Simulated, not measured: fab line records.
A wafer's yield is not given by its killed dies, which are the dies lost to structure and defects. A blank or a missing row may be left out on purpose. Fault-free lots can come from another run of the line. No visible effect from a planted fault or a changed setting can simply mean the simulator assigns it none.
Struck lot and sound lot, side by side + flow n5_finfet + 15 steps out of a route of 1938
Sound: these wafers, L254.1, L254.4, L254.6. The struck wafers were L260.1, L260.5. At the end, the cause is stated.
Each step with rows lists, per side, the tool, then ch with its chambers, then its first start. Under that, the readings that differ: sound wafers + struck wafers + difference of the means + sigmas: that difference in standard deviations of wafers without a fault.
alike: readings whose means differ by less than 2 such deviations, and words and numbers that are the same on both sides. not compared: withheld readings, readings that some wafer has no value for, bounds like >300 that may hide the same value, and numbers for which the record gives no deviation and whose values overlap.
Wherever a step has rows on one side only, a row that says differs or no value, or a row with sigmas, the two part there. Numbers that have no deviation but don't overlap get no sigmas and don't part them. A reading missing from all wafers of one side parts the sides only when that side holds two or more wafers.

first, 4 steps without rows for these wafers: N5_BEOL_M3_SOFTBAKE_23 (time 60 s); N5_BEOL_M3_EXPOSE_25 (exposes mask V2, defocus 5 nm); N5_BEOL_M3_PEB_26 (peb time 60 s); N5_BEOL_M3_DEVELOP_27 (develop time 30 s).
N5_BEOL_M3_CD_MEAS_28: target cd 25.7 nm, target cd y 23.3 nm.
  sound on cd_sem-03 ch 0, day 7 12:56; struck on cd_sem-03 ch 0, day 8 23:49
| reading    | sound             | struck      | difference | sigmas |
|------------|-------------------|-------------|------------|--------|
| cd_nm (nm) | 25.90 25.85 25.82 | 25.18 25.54 | -0.50      | -2     |
N5_BEOL_M3_OVL_MEAS_29:
  sound on overlay-02 ch 0, day 7 12:58; struck on overlay-02 ch 0, day 8 23:50
  alike: V2_OVL
N5_BEOL_M3_INSPECT_30: inspects for defects (brightfield).
  struck on defect_inspect-02, day 8 23:54; sound on defect_inspect-02, day 7 13:01
  alike: raw_defect_count
N5_BEOL_M3_DESCUM_33: chemistry O2, time 7 s.
  sound on rie_diel-02 ch 0,1,3, day 7 13:11; struck on rie_diel-02 ch 2, day 8 23:56
| reading                         | sound             | struck      | difference | sigmas |
|---------------------------------|-------------------|-------------|------------|--------|
| rf_vpp_V (V)                    | 244.7 246.1 245.0 | 238.4 242.2 | -5.0       | -4     |
| showerhead_plenum_p_Torr (Torr) | 2.24 2.21 2.18    | 1.99 1.99   | -0.22      | -3     |
| throttle_valve_pct (%)          | 20.28 20.10 20.07 | 20.74 20.73 | +0.58      | +3     |
  alike: drypump_motor_current_A, oes_product_au, rf_fwd_power_W
  not compared: rf_hours_counter_h
N5_BEOL_M3_ETCH_77: etches underlayer in N2/H2, target depth 6.5 nm, time 5.2 s.
  sound on rie_diel-02 ch 0,1,3, day 7 14:01; struck on rie_diel-02 ch 2, day 8 23:58
| reading                         | sound             | struck      | difference | sigmas |
|---------------------------------|-------------------|-------------|------------|--------|
| rf_vpp_V (V)                    | 529.3 527.1 527.9 | 520.3 518.0 | -9.0       | -3     |
| showerhead_plenum_p_Torr (Torr) | 2.72 2.69 2.66    | 2.42 2.42   | -0.27      | -3     |
| throttle_valve_pct (%)          | 17.59 17.48 17.49 | 18.23 18.24 | +0.71      | +3     |
  alike: drypump_motor_current_A, etch_rf_on_time_s, oes_product_au, rf_fwd_power_W
  not compared: rf_hours_counter_h
N5_BEOL_M3_ETCH_69: etches SiARC in CF4, target depth 15.6 nm, time 26 s.
  sound on rie_diel-02 ch 0,1,3, day 7 14:02; struck on rie_diel-02 ch 2, day 8 23:59
| reading                         | sound             | struck      | difference | sigmas |
|---------------------------------|-------------------|-------------|------------|--------|
| rf_fwd_power_W (W)              | 532.4 532.2 532.8 | 528.6 529.6 | -3.4       | -2     |
| rf_vpp_V (V)                    | 186.5 186.0 185.4 | 183.3 182.8 | -2.9       | -2     |
| showerhead_plenum_p_Torr (Torr) | 2.29 2.26 2.23    | 2.05 2.05   | -0.21      | -3     |
| throttle_valve_pct (%)          | 15.38 15.27 15.34 | 15.98 15.99 | +0.65      | +3     |
  alike: drypump_motor_current_A, etch_rf_on_time_s, oes_product_au
  not compared: rf_hours_counter_h
N5_BEOL_M3_ALD_98: deposits SiO2, target thk 2.5 nm, pulse time 1 s, co reactant pulse time 1 s.
  sound on ald_sin-01 ch 1,2,3, day 7 14:14; struck on ald_sin-03 ch 0,3, day 9 00:05
  alike: heater_power_w, precursor_pulse_height_rel
  not compared: since_wet_clean_h
N5_BEOL_M3_ETCHBACK_99: etches SiO2 in CHF3, target depth 5 nm, time 10.4 s.
  sound on rie_diel-03 ch 0,2, day 7 15:17; struck on rie_diel-03 ch 1, day 9 05:11
| reading                         | sound          | struck    | difference | sigmas |
|---------------------------------|----------------|-----------|------------|--------|
| showerhead_plenum_p_Torr (Torr) | 2.07 2.11 2.07 | 2.24 2.24 | +0.16      | +2     |
  alike: drypump_motor_current_A, oes_product_au, rf_fwd_power_W, rf_vpp_V, throttle_valve_pct
  not compared: rf_hours_counter_h
N5_BEOL_M3_ETCH_70: etches SOC in N2/H2, target depth 80 nm, overetch 16 nm, time 120 s.
  sound on rie_diel-03 ch 0,2, day 7 15:20; struck on rie_diel-03 ch 1, day 9 05:13
| reading                                    | sound             | struck      | difference | sigmas |
|--------------------------------------------|-------------------|-------------|------------|--------|
| rf_vpp_V (V)                               | 521.2 523.3 521.6 | 526.7 528.0 | +5.3       | +2     |
| model.SiARC_of_BEOL_M3_COAT_68.thk_nm (nm) | 6.4 6.2 6.4       | 7.4 7.4     | +1.1       |        |
  alike: drypump_motor_current_A, oes_product_au, rf_fwd_power_W, showerhead_plenum_p_Torr, throttle_valve_pct
  not compared: rf_hours_counter_h
then, 1 step without rows for these wafers: N5_BEOL_M3_STRIP_71 (strips in N2/H2).
N5_BEOL_M4_RC_MEAS_101:
  sound on prober-01 ch 0, day 8 08:08; struck on prober-01 ch 0, day 9 19:44
| reading        | sound                | struck        | difference | sigmas |
|----------------|----------------------|---------------|------------|--------|
| DIBL_N (mV/V)  | 36.3 37.6 38.5       | 34.9 34.5     | -2.8       | -2     |
| IOFF_P (nA/um) | 0.207 0.240 0.257    | 0.178 0.172   | -0.060     | -2     |
| ION_P (uA/um)  | 462 469 472          | 457 455       | -12        | -2     |
| VT_P (mV)      | -251.2 -248.3 -243.6 | -254.8 -253.9 | -6.7       | -2     |
  alike: DIBL_P, IOFF_N, ION_N, SS_N, SS_P, VT_N

== WHERE THEY PART ==
Earliest at N5_BEOL_M3_CD_MEAS_28; latest, in this record, at N5_BEOL_M4_RC_MEAS_101.

WHY: whatever the simulator had introduced
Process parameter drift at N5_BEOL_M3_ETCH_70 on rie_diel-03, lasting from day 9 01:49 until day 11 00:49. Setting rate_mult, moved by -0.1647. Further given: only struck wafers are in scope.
